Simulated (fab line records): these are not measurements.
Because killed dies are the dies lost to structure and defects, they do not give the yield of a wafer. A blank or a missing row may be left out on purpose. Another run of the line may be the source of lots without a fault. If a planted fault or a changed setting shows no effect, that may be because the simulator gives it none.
Struck lot and sound lot, side by side | flow n5_finfet | 43 out of 1938 route steps
Sound: these wafers, L929.1, L929.2. Struck: wafers L927.1, L927.2, L927.4. The cause is named last.
Per side, at each step with rows, come the tool, then ch with its chambers, and then its first start. Under that, the readings that differ: sound wafers | struck wafers | difference of the means | sigmas: that difference in standard deviations of wafers without a fault.
alike: same words and numbers on both sides, and readings whose means sit less than 2 such deviations apart. not compared: any withheld reading, any reading some wafer has no value for, any bound like >300 that may hide the same value, and any number with overlapping values for which the record gives no deviation.
A row with sigmas, a row that says differs or no value, or rows on one side alone: a step with any of these is where the two part. Numbers that have no deviation but don't overlap get no sigmas and don't part them. A reading missing from all wafers of one side parts the sides only when that side holds two or more wafers.

first, 1 step without rows for these wafers: N5_BEOL_M6_ALD_77 (deposits TaN, target thk 2 nm, pulse time 2 s, purge time 3 s).
N5_BEOL_M6_SURFACE_TREAT_79:
  sound: pvd_sputter-01 at day 12 06:08; struck: pvd_sputter-02 at day 11 10:23
  not compared: throttle_valve_pct
then, 5 steps without rows for these wafers: N5_BEOL_M6_CVD_78 (deposits Co from CCTBA/H2, target thk 2 nm, time 142.3 s); N5_BEOL_M6_SPUTTER_48 (material Cu, target thk 10 nm, time 1.667 s); N5_BEOL_M6_ECD_50 (material Cu, target thk 300 nm); N5_BEOL_M6_ANNEAL_51 (time 90 s); N5_BEOL_M6_CMP_52 (polishes, stops on SiCOH lowk, t overpolish 6.9 s, target thk 80 nm).
N5_BEOL_M6_THK_MEAS_53: measures by xrf.
  sound: film_metro-01 at day 12 07:11; struck: film_metro-01 at day 11 11:35
  alike: M6_THK
then, 2 steps without rows for these wafers: N5_BEOL_M6_PRE_CLEAN_55 (time 15 s); N5_BEOL_M6_DEP_56 (deposits SiCN from 3MS/NH3, target thk 10 nm, time 17.5 s).
N5_BEOL_M6_RS_MEAS_57: measurement is done with a four-point probe.
  sound: film_metro-01 at day 12 07:19; struck: film_metro-01 at day 11 11:43
  alike: M6_RS
N5_BEOL_M6_INSPECT_58: inspects for defects (darkfield).
  sound: defect_inspect-02 at day 12 07:20; struck: defect_inspect-02 at day 11 11:45
  alike: raw_defect_count
N5_BEOL_M7_ILD_DEP_00: deposits SiCOH lowk from DEMS/porogen, target thk 179.75 nm, time 33.4 s.
  sound on pecvd-01 ch 1,2, day 12 07:23; struck on pecvd-02 ch 0,2, day 11 11:47
  reading                                            | sound         | struck               | difference | sigmas
  susceptor_temp_C (C)                               | 299.98 300.16 | 295.31 295.21 295.11 | -4.86      | -27
  model.SiCOH_lowk_of_BEOL_M7_ILD_DEP_00.thk_nm (nm) | 176.4 176     | 182.6 182 186        | +7.3       |
  alike: heater_power_w, showerhead_plenum_p_Torr, throttle_valve_pct
N5_BEOL_M7_CURE_74: cures SiCOH lowk, time 240 s.
  sound on uv_cure-02 ch 0, day 12 07:26; struck on uv_cure-03 ch 2, day 11 11:51
  alike: lamp_power_pct, wafer_temp_C_max
N5_BEOL_M7_THK_MEAS_01:
  sound: film_metro-01 at day 12 07:58; struck: film_metro-02 at day 11 12:22
  reading         | sound       | struck            | difference | sigmas
  M7_ILD_THK (nm) | 152.1 151.7 | 157.5 157.0 160.5 | +6.4       | +3
N5_BEOL_M7_PECVD_70: deposits SiO2 from TEOS/O2, target thk 20 nm, time 22.7 s.
  sound on pecvd-01 ch 0,1, day 12 08:02; struck on pecvd-04 ch 0,1,2, day 11 12:24
  alike: heater_power_w, showerhead_plenum_p_Torr, throttle_valve_pct
then, 9 steps without rows for these wafers: N5_BEOL_M7_HM_DEP_02 (deposits TiN, target thk 20 nm); N5_BEOL_M7_COAT_59 (time 60 s, resist thk 100 nm); N5_BEOL_M7_COAT_60 (time 60 s, resist thk 35 nm); N5_BEOL_M7_COAT_05 (resist thk 90 nm); N5_BEOL_M7_EBR_07; N5_BEOL_M7_SOFTBAKE_06 (time 60 s); N5_BEOL_M7_EXPOSE_08 (exposes mask M7); N5_BEOL_M7_PEB_09 (peb time 60 s); N5_BEOL_M7_DEVELOP_10 (develop time 30 s).
N5_BEOL_M7_CD_MEAS_11: target cd 38.5 nm.
  sound on cd_sem-02 ch 0, day 12 08:35; struck on cd_sem-02 ch 0, day 11 13:13
  alike: cd_nm
N5_BEOL_M7_OVL_MEAS_12:
  sound on overlay-02 ch 0, day 12 08:37; struck on overlay-02 ch 0, day 11 13:15
  alike: M7_OVL
N5_BEOL_M7_INSPECT_13: inspects for defects (brightfield).
  sound: defect_inspect-02 at day 12 08:38; struck: defect_inspect-02 at day 11 13:16
  alike: raw_defect_count
then, 4 steps without rows for these wafers: N5_BEOL_M7_DESCUM_16 (chemistry O2, time 7.9 s); N5_BEOL_M7_ETCH_61 (etches SiARC in CF4, target depth 45.5 nm, time 75.8 s); N5_BEOL_M7_ETCH_62 (etches SOC in N2/H2, target depth 110 nm, overetch 22 nm, time 165 s); N5_BEOL_M7_STRIP_68 (strips in N2/H2).
N5_BEOL_M7_STRIP_67: strips in CF4.
  sound on rie_diel-06 ch 1,3, day 12 08:55; struck on rie_diel-05 ch 0,1,3, day 11 14:29
  alike: chamber_pressure_mTorr, drypump_motor_current_A, oes_product_au, rf_vpp_V, showerhead_plenum_p_Torr, throttle_valve_pct
  not compared: rf_hours_counter_h
then, 1 step without rows for these wafers: N5_BEOL_M7_HM_OPEN_17 (chemistry Cl2/BCl3, target TiN, target depth 20 nm, overetch 6 nm).
N5_BEOL_M7_STRIP_19: strips in O2.
  sound on rie_diel-03 ch 0,2, day 12 09:11; struck on rie_diel-06 ch 1,2,3, day 11 14:41
  alike: chamber_pressure_mTorr, drypump_motor_current_A, o2_flow_sccm, oes_product_au, rf_vpp_V, showerhead_plenum_p_Torr, throttle_valve_pct
  not compared: rf_hours_counter_h
N5_BEOL_M7_CD_MEAS_18: pitch 80 nm, target cd 40 nm.
  sound: cd_sem-02 at day 12 09:15; struck: cd_sem-03 at day 11 14:45
  alike: cd_nm
then, 6 steps without rows for these wafers: N5_BEOL_M7_COAT_63 (time 60 s, resist thk 60 nm); N5_BEOL_M7_COAT_64 (time 60 s, resist thk 12 nm); N5_BEOL_M7_COAT_71 (time 60 s, resist thk 5 nm); N5_BEOL_M7_COAT_22 (resist thk 30 nm); N5_BEOL_M7_EBR_24; N5_BEOL_M7_SOFTBAKE_23 (time 60 s).
N5_BEOL_M7_CMP_52: polishes, stops on SiCOH lowk, t overpolish 6.9 s, target thk 80 nm.
  sound on cmp-01 ch 1,2, day 12 11:53; struck on cmp-01 ch 0,1,3, day 11 19:26
  reading                                            | sound     | struck          | difference | sigmas
  model.SiCOH_lowk_of_BEOL_M7_ILD_DEP_00.thk_nm (nm) | 149 148.8 | 154.6 154 157.4 | +6.4       |
  alike: barrier_field_endpoint_s, clearing_platen_rpm, motor_current_A, overpolish_run_s, retaining_ring_pressure_frac, time_to_endpoint_s

## WHERE THEY PART
Last at N5_BEOL_M7_THK_MEAS_01 as far as this record goes, first at N5_BEOL_M7_ILD_DEP_00. Later steps at which nothing parts them and some readings are alike: N5_BEOL_M7_PECVD_70, N5_BEOL_M7_CD_MEAS_11, N5_BEOL_M7_OVL_MEAS_12, N5_BEOL_M7_INSPECT_13, N5_BEOL_M7_STRIP_67, N5_BEOL_M7_STRIP_19, N5_BEOL_M7_CD_MEAS_18, N5_BEOL_M7_CMP_52.

WHY: what had been put in by the simulator
Process parameters drifting: pecvd-02 at N5_BEOL_M7_ILD_DEP_00, beginning at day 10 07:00. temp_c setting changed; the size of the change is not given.
